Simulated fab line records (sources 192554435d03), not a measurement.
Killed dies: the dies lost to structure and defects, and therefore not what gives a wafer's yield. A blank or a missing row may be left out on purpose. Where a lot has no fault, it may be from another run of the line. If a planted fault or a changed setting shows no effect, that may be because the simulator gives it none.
Chamber matching | flow n5Finfet | N5_SD_EPI_N_ETCH_34 on rieDiel-04 has 4 sister chambers
The step etches SiARC in CF4, target depth 45.5 nm, time 75.8 s. 4 wafers are shown with their chamber, then 9 later ones without.

== WAFERS WITH THEIR CHAMBER ==
wafer  | chamber | showerheadPlenumPTorr (Torr)
L084.4 | 0       | 2.11
L088.2 | 1       | 2.09
L088.5 | 3       | 2.21
L088.6 | 2       | 2.20

== WAFERS WHOSE CHAMBER IS MISSING ==
wafer  | showerheadPlenumPTorr (Torr)
L089.1 | 2.20
L089.2 | 2.09
L089.4 | 2.21
L091.3 | 2.10
L091.4 | 2.20
L091.5 | 2.21
L095.1 | 2.21
L095.2 | 2.10
L095.6 | 2.20

== WHICH CHAMBER EACH WENT THROUGH ==
wafer  | from the rows above     | in truth
L089.1 | 2                       | 2
L089.2 | 1                       | 1
L089.4 | 3                       | 3
L091.3 | can't be placed: 0 or 1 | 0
L091.4 | 2                       | 2
L091.5 | 3                       | 3
L095.1 | 3                       | 3
L095.2 | can't be placed: 0 or 1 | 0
L095.6 | 2                       | 2
7 of 9 placed correctly. Not placeable from these rows: 2 (in 2, the candidates include the true chamber). Placed wrongly: 0.
How it was worked out, from the rows above alone: a wafer's distance from a chamber is the root of the sum, over the readings, of the square of ((its reading less the chamber's mean) divided by the reading's scatter). If the next closest chamber is less than 2 further off than the closest, the wafer can't be placed; otherwise it belongs to the closest. The mean given for a chamber averages the wafers shown for that chamber. The scatter: root of mean squared gap, hidden wafer to nearest shown wafer, with one shown wafer a chamber.
